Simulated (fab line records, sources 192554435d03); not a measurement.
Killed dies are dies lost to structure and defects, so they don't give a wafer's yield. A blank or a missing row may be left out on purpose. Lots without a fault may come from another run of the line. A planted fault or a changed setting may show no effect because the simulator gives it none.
Chamber matching | flow n5_finfet | N5_BEOL_M0_SAQP_MANDREL_ETCH_20 on rie_si-02: 4 sister chambers
The step etches a-Si in HBr/Cl2, stops on SiNx, target depth 60 nm, bt time 10 s, time 30 s. 8 wafers are shown with their chamber, then 8 later ones without.

WAFERS WITH THEIR CHAMBER
wafer  | chamber | throttle_valve_pct (%) | drypump_motor_current_A (A)
L794.3 | 2       | 36.2                   | 6.0
L809.3 | 2       | 36.2                   | 6.0
L809.4 | 1       | 35.4                   | 5.7
L809.6 | 0       | 35.1                   | 6.5
L811.2 | 1       | 35.4                   | 5.6
L811.3 | 3       | 35.1                   | 4.7
L811.4 | 0       | 35.1                   | 6.5
L812.1 | 3       | 35.0                   | 4.7

WAFERS WITHOUT THEIR CHAMBER
wafer  | throttle_valve_pct (%) | drypump_motor_current_A (A)
L812.2 | 35.4                   | 5.7
L812.4 | 35.1                   | 6.6
L814.2 | 35.1                   | 6.6
L814.3 | 35.4                   | 5.7
L814.4 | 35.0                   | 4.7
L815.3 | 35.0                   | 4.7
L815.5 | 35.0                   | 4.7
L815.6 | 35.1                   | 6.5

WHICH CHAMBER EACH WENT THROUGH
wafer  | from the rows above | in truth
L812.2 | 1                   | 1
L812.4 | 0                   | 0
L814.2 | 0                   | 0
L814.3 | 1                   | 1
L814.4 | 3                   | 3
L815.3 | 3                   | 3
L815.5 | 3                   | 3
L815.6 | 0                   | 0
Placed correctly: 8 of 8. Can't be placed from these rows: 0. Placed wrongly: 0.
How it was worked out, from the rows above alone: a wafer's distance from a chamber is the root of the sum, over the readings, of the square of ((its reading less the chamber's mean) divided by the reading's scatter). The wafer belongs to the nearest chamber; if the next one is less than 2 further off, it can't be placed. A chamber's mean is the mean of its shown wafers. The scatter: the root of (the sum of the squares of (reading less its chamber's mean) over the shown wafers, divided by (wafers less chambers)).
